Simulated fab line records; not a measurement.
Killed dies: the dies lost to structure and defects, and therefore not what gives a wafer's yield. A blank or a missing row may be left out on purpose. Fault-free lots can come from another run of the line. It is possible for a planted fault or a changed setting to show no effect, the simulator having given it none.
Chamber matching    flow nand-harc    NHARC_A_CHANNEL_HOLE_D2_ETCH_44 on rie-diel-02 has 4 sister chambers
The step etches the open film in CF4/O2, target depth 140 nm, overetch 14 nm, time 77 s. 18 wafers are shown with their chamber, then 9 later ones without.

== WAFERS PAIRED WITH THEIR CHAMBERS ==
wafer   chamber  drypump-motor-current-A (A)  rf-vpp-V (V)  throttle-valve-pct (%)
L074.2  0        6.3                          195.3         13.405
L074.3  2        6.2                          195.8         13.388
L074.6  1        6.0                          199.2         13.412
L076.1  3        4.7                          199.7         13.398
L076.5  2        6.2                          197.0         13.387
L076.6  1        6.0                          199.1         13.397
L078.2  1        6.0                          199.8         13.419
L078.5  0        6.2                          195.9         13.409
L078.6  3        4.7                          199.7         13.398
L084.1  2        6.3                          196.7         13.390
L084.2  1        6.0                          199.2         13.402
L084.6  3        4.7                          198.9         13.402
L086.1  1        6.0                          199.6         13.401
L086.2  2        6.3                          197.9         13.403
L086.5  2        6.3                          195.3         13.394
L090.1  2        6.3                          195.8         13.391
L090.2  0        6.2                          196.7         13.398
L090.5  1        6.0                          199.2         13.402

SIGNATURES (averages over the wafers above)
reading                  chamber 0  chamber 1  chamber 2  chamber 3  scatter within a chamber
drypump-motor-current-A  6.233      6.000      6.267      4.700      0.0378
rf-vpp-V                 195.967    199.350    196.417    199.433    0.678
throttle-valve-pct       13.40400   13.40550   13.39217   13.39933   0.00646
Rule: distance of a wafer from a chamber = root of the sum over the readings of ((wafer's reading minus chamber's mean) / reading's scatter) squared. The wafer belongs to the nearest chamber; if the next one is less than 2 further off, it can't be placed. The scatter: take each reading less its chamber's mean, square it, sum over the shown wafers, divide by the number of wafers less the number of chambers, and take the root.

== WAFERS MISSING THEIR CHAMBER ==
wafer   drypump-motor-current-A (A)  rf-vpp-V (V)  throttle-valve-pct (%)
L094.1  6.0                          199.1         13.387
L094.4  6.2                          195.8         13.374
L094.5  6.3                          198.2         13.395
L096.2  6.0                          200.2         13.399
L096.3  4.7                          199.0         13.385
L096.6  6.3                          196.9         13.380
L097.3  6.3                          196.9         13.380
L097.5  6.0                          197.9         13.380
L097.6  6.3                          196.2         13.407

== CHAMBER TAKEN BY EACH ==
wafer   from the rows above      in truth
L094.1  1                        1
L094.4  can't be placed: 2 or 0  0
L094.5  can't be placed: 2 or 0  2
L096.2  1                        1
L096.3  3                        3
L096.6  2                        2
L097.3  2                        2
L097.5  1                        1
L097.6  can't be placed: 0 or 2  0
Placed correctly: 6 of 9. Cannot be placed on the basis of these rows: 3; the candidates contain the true chamber in 3. Wrongly placed: 0.
